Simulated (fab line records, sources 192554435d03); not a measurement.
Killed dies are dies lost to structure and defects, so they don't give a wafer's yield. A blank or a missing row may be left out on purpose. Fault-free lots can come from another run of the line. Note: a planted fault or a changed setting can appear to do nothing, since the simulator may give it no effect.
2 desks, one fault	flow n5_finfet	every desk sees just its own numbers, and what lay behind them comes last

THE METROLOGY DESK
Lot by lot, what the gauges showed, no matter which tool ran the lot: averages of those sampled wafers that carry a number. Any lot whose mean is over 4 standard deviations away from the usual mean is out of limits and marked OUT; that distance is given in the brackets. Readings shown: 7 out of 11 (the first out of limits, and those lying furthest out on some lot).
Columns: A = cd_nm at N5_BEOL_M0_SAQP_CD_MEAS_29, usual 15.03 nm; B = DIBL_N at N5_BEOL_M4_RC_MEAS_101, usual 35.7 mV/V; C = DIBL_P at N5_BEOL_M4_RC_MEAS_101, usual 35.7 mV/V; D = IOFF_N at N5_BEOL_M4_RC_MEAS_101, usual 0.155 nA/um; E = IOFF_P at N5_BEOL_M4_RC_MEAS_101, usual 0.20 nA/um; F = SS_N at N5_BEOL_M4_RC_MEAS_101, usual 71.3 mV/dec; G = VT_P at N5_BEOL_M4_RC_MEAS_101, usual -251 mV
lot	first seen here	A	B	C	D	E	F	G
L554	day 5 23:41	15.02	37.1	37.3	0.185	0.23	71.6	-248
L558	day 6 20:45	15.17	32.8	32.7	0.126	0.17	71.0	-253
L562	day 8 00:09	14.99	36.1	34.7	0.145	0.18	71.1	-256
L566	day 8 23:40	15.14	37.9	38.1	0.194	0.23	71.5	-251
L567	day 9 19:32	12.64 (-13) OUT	34.9	35.7	0.146	0.18	70.7	-250
L569	day 10 00:03	12.63 (-13) OUT	36.7	36.3	0.157	0.21	72.4	-248
L571	day 10 10:35	14.95	34.0	34.8	0.130	0.15	71.6	-257
L575	day 11 10:14	10.15 (-26) OUT	-	-	-	-	-	-
L576	day 11 17:24	14.94	36.5	38.2	0.174	0.21	72.1	-251
This desk's verdict: out of limits on L567, L569, L575, starting with L567 at day 9 19:32 (cd_nm at N5_BEOL_M0_SAQP_CD_MEAS_29). Within limits: L554, L558, L562, L566, L571, L576.

DESK OF THE TOOL OWNER: ald_sin-03
The tool's own readings at N5_BEOL_M0_SAQP_SPACER2_ALD_26 (deposits SiO2, target thk 15 nm, pulse time 1 s, purge time 2 s): means of the sampled wafers that have a number, for each lot that ran on this tool. Any lot whose mean is over 4 standard deviations away from the usual mean is out of limits and marked OUT; that distance is given in the brackets.
Columns: A = heater_power_outer_w at N5_BEOL_M0_SAQP_SPACER2_ALD_26, usual 259 W; B = heater_power_w at N5_BEOL_M0_SAQP_SPACER2_ALD_26, usual 461 W; C = precursor_pulse_height_rel at N5_BEOL_M0_SAQP_SPACER2_ALD_26, usual 1.001; D = susceptor_temp_C at N5_BEOL_M0_SAQP_SPACER2_ALD_26, usual 300.00 C
lot	first seen here	A	B	C	D
L562	day 7 23:24	252	473	0.999	299.95
L566	day 8 22:51	250	439	0.992	300.07
L567	day 9 18:47	246	458	1.002	300.04
L569	day 9 23:13	238	458	1.014	299.93
L575	day 11 09:45	250	444	1.001	299.94
This desk's finding: nothing out of limits on any of the 5 lots.

PUT TOGETHER
L567, L569, L575 would have let the metrology desk raise an alarm at day 9 19:32.
The desk of the tool owner found nothing out of limits.
The tool owner's desk has L567, L569, L575 on record, within its limits.
Every lot named ran N5_BEOL_M0_SAQP_SPACER2_ALD_26 on ald_sin-03.

WHAT THE SIMULATOR HAD PUT IN
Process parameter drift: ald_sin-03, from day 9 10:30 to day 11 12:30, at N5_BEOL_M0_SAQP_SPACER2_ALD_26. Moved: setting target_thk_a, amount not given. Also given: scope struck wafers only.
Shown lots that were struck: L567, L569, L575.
Hours from the fault's start to each desk's first reading out of limits: the metrology desk, 9.
